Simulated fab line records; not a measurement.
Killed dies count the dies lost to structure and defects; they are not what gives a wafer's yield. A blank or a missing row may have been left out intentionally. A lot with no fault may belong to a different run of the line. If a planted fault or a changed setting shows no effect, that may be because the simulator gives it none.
Which tool is to blame? / flow nand_harc / Sampling: 6 lots, 18 wafers, 2 of 1159 route steps

== WHAT EACH GAUGE READ, for each wafer ==
NHARC_P_M0_CD_MEAS_09: the cd target is 90 nm.
lot=L986; measured=day 6 16:22; on=cd_sem-02; cd_nm (nm)=90.6 91.2 90.1
lot=L989; measured=day 7 11:01; on=cd_sem-01; cd_nm (nm)=90.0 89.0 90.7
lot=L993; measured=day 8 21:34; on=cd_sem-02; cd_nm (nm)=89.4 88.8 88.2
lot=L997; measured=day 9 19:24; on=cd_sem-02; cd_nm (nm)=86.0 86.6 85.5
lot=L100; measured=day 10 06:23; on=cd_sem-01; cd_nm (nm)=90.8 90.1 89.8
lot=L102; measured=day 11 03:46; on=cd_sem-03; cd_nm (nm)=89.1 87.9 89.4

== TOOL THAT RAN EACH LOT (tool first, then ch and the chambers of the sampled wafers, then the start) ==
lot=L986; NHARC_P_M0_PEB_07=litho_track-06 ch 0, day 6 16:17
lot=L989; NHARC_P_M0_PEB_07=litho_track-01 ch 0, day 7 10:56
lot=L993; NHARC_P_M0_PEB_07=litho_track-04 ch 0, day 8 21:29
lot=L997; NHARC_P_M0_PEB_07=litho_track-01 ch 0, day 9 19:19
lot=L100; NHARC_P_M0_PEB_07=litho_track-06 ch 0, day 10 06:18
lot=L102; NHARC_P_M0_PEB_07=litho_track-04 ch 0, day 11 03:41
- NHARC_P_M0_PEB_07: peb time 65 s.

== THE ANSWER, worked out from the rows above alone ==
Rule: the lots themselves supply what counts as usual. Put in order of their means at a reading, lots are off if they are a third of the lots or fewer, leave a main group of 4 or more, and stand apart from it by a gap of 3 or more times the standard deviation of the main group's means; of several such gaps the widest counts. If all means in a main group match to the digits the tables above print for the reading, that group is not used. Also off: a lot with no number at a reading for which 4 or more lots have one. All remaining lots with rows at the step are treated as sound.
Off, at NHARC_P_M0_CD_MEAS_09 on cd_nm: L997. Mean 89.7 nm and standard deviation 0.75 in the main group.
A tool fits if, at a process step before that reading, it ran every lot that is off, and no sound lot after the first of them. Gauges at NHARC_P_M0_CD_MEAS_09: tried the same way as those tools. 2 tools fit, litho_track-01 at NHARC_P_M0_PEB_07 and cd_sem-02 at NHARC_P_M0_CD_MEAS_09, so this cannot tell which one it is.

== WHAT THE SIMULATOR HAD PUT IN ==
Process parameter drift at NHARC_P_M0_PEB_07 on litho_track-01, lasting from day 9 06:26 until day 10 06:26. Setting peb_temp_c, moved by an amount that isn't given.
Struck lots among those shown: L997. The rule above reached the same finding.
